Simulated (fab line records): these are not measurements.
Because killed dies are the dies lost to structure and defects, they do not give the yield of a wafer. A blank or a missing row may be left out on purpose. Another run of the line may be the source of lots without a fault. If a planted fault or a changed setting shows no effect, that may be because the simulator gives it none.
Matching of chambers -- flow n5Finfet -- 4 sister chambers for N5_BEOL_M2_STRIP_66 on rieDiel-05
The step strips in CF4. 4 wafers are shown with their chamber, then 9 later ones without.

== WAFERS, EACH WITH ITS CHAMBER ==
wafer,chamber,drypumpMotorCurrentA (A)
L086.2,1,5.2
L088.1,0,5.9
L088.4,3,4.8
L088.6,2,5.5

== WAFERS WHOSE CHAMBER IS MISSING ==
wafer,drypumpMotorCurrentA (A)
L092.2,5.2
L092.3,5.9
L092.5,5.5
L093.1,5.5
L093.4,4.9
L093.6,5.9
L096.3,5.9
L096.4,5.5
L096.5,5.9

== WHICH CHAMBER EACH ONE RAN IN ==
wafer,from the rows above,in truth
L092.2,1,1
L092.3,0,0
L092.5,2,2
L093.1,2,2
L093.4,3,3
L093.6,0,0
L096.3,0,0
L096.4,2,2
L096.5,0,0
9 of 9 placed correctly. Left unplaced by these rows: 0. Wrongly placed: 0.
How it was worked out, from the rows above alone: a wafer's distance from a chamber is the root of the sum, over the readings, of the square of ((its reading less the chamber's mean) divided by the reading's scatter). If the next closest chamber is less than 2 further off than the closest, the wafer can't be placed; otherwise it belongs to the closest. For every chamber, the mean is computed from those of its wafers that are shown. The scatter: root of mean squared gap, hidden wafer to nearest shown wafer, with one shown wafer a chamber.
